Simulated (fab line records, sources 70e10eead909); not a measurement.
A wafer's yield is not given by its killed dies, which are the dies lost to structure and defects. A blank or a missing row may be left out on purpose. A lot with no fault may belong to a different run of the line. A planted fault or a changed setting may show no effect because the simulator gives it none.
Struck lot and sound lot, side by side	flow nandHarc	13 out of 1159 route steps
Sound: wafers L134.2, L134.3, L134.5. Wafers L123.2, L123.3, L123.5 were the ones struck. At the end, the cause is stated.
Each step with rows lists, per side, the tool, then ch with its chambers, then its first start. Under that, the readings that differ: sound wafers	struck wafers	difference of the means	sigmas: that difference in standard deviations of wafers without a fault.
alike: readings whose means differ by less than 2 such deviations, and words and numbers that are the same on both sides. not compared: withheld readings, readings that some wafer has no value for, bounds like >300 that may hide the same value, and numbers for which the record gives no deviation and whose values overlap.
The two part at a step that has a row with sigmas, a row that says differs or no value, or rows on one side only. Numbers that have no deviation but don't overlap get no sigmas and don't part them. A reading missing from all wafers of one side parts the sides only when that side holds two or more wafers.

NHARC_A_STAIRCASE_ETCH_170: etches the open film in C4F6/O2, target depth 200 nm, time 66.667 s.
  sound on rieDiel-08 ch 1,3; struck on rieDiel-02 ch 0,3
  alike: chamberPressureMTorr, drypumpMotorCurrentA, oesProductAu, rfVppV, showerheadPlenumPTorr, throttleValvePct
  not compared: rfHoursCounterH
NHARC_A_STAIRCASE_STRIP_171: strips in O2.
  sound on plasmaAsher-01 ch 0,1, day 14 22:34; struck on plasmaAsher-01 ch 0, day 12 06:43
  alike: drypumpMotorCurrentA, heaterPowerW
  not compared: rfHoursCounterH
then, 10 steps without rows for these wafers: NHARC_A_STAIRCASE_STRIP_172 (strips in SPM, time 900 s); NHARC_A_STAIRCASE_PRECLEAN_173 (cleans in SC1); NHARC_A_STAIRCASE_SRD_174; NHARC_A_STAIRCASE_DEHYDRATE_01 (time 120 s); NHARC_A_STAIRCASE_HMDS_02 (time 30 s); NHARC_A_STAIRCASE_COAT_03; NHARC_A_STAIRCASE_SOFTBAKE_04 (time 170 s); NHARC_A_STAIRCASE_EBR_05; NHARC_A_STAIRCASE_EXPOSE_06 (exposes mask STAIR); NHARC_A_STAIRCASE_PEB_07 (peb time 130 s).
NHARC_A_STAIRCASE_DEVELOP_08: time 140 s.
  sound on lithoTrack-07 ch 0, day 14 23:00; struck on lithoTrack-02, day 12 07:00
  no value came back on the struck wafers for chillPlateTempC (C), exhaustPa (Pa); on the sound wafers chillPlateTempC (C) reads 23.03 23.05 22.90

WHERE THEY PART
Within this record, at NHARC_A_STAIRCASE_DEVELOP_08 only.

WHY: whatever the simulator had introduced
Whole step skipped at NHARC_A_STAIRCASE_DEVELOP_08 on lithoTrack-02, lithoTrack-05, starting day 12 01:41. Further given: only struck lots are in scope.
